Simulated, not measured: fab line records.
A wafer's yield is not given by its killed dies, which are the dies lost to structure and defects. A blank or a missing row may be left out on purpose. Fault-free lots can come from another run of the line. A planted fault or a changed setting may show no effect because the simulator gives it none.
Chamber matching ; flow nand_harc ; NHARC_P_CONTACT_DEP_30 on pecvd-04 has 3 sister chambers
The step deposits SiNx, target thk 30 nm. 16 wafers are shown with their chamber, then 8 later ones without.

## WAFERS, EACH WITH ITS CHAMBER
wafer;chamber;heater_power_w (W);rf_fwd_power_W (W)
L078.3;2;723;450.9
L078.4;2;714;450.8
L078.5;0;823;447.2
L081.2;0;801;448.6
L081.3;1;758;450.3
L081.4;0;825;448.1
L086.1;2;629;449.6
L086.5;2;646;450.2
L086.6;0;798;449.1
L087.1;0;757;447.7
L087.3;2;763;448.1
L087.5;0;752;448.8
L088.3;2;671;448.9
L088.5;1;719;447.3
L088.6;2;675;450.8
L092.2;0;791;448.5

SIGNATURES (averages over the wafers above)
reading;chamber 0;chamber 1;chamber 2;scatter within a chamber
heater_power_w;792.43;738.50;688.71;38.2
rf_fwd_power_W;448.286;448.800;449.900;1.04
Rule: a wafer's distance from a chamber is the root of the sum, over the readings, of the square of ((its reading less the chamber's mean) divided by the reading's scatter). The wafer belongs to the nearest chamber; if the next one is less than 2 further off, it can't be placed. The scatter is the square root of a quotient: the sum, over the shown wafers, of each reading's squared deviation from its chamber's mean, divided by wafers minus chambers.

## WAFERS WHOSE CHAMBER IS MISSING
wafer;heater_power_w (W);rf_fwd_power_W (W)
L092.4;827;450.1
L092.5;794;447.3
L094.3;799;449.7
L094.4;787;447.1
L094.5;798;449.1
L097.1;795;449.2
L097.5;826;446.8
L097.6;821;448.3

## THE CHAMBER EACH PASSED THROUGH
wafer;from the rows above;in truth
L092.4;can't be placed: 0 or 1 or 2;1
L092.5;can't be placed: 0 or 1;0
L094.3;can't be placed: 0 or 1 or 2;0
L094.4;can't be placed: 0 or 1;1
L094.5;can't be placed: 0 or 1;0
L097.1;can't be placed: 0 or 1 or 2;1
L097.5;can't be placed: 0 or 1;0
L097.6;can't be placed: 0 or 1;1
Correct placement for 0 of the 8. Unplaceable from these rows: 8, with the true chamber sitting among the candidates in 8. Placed wrongly: 0.
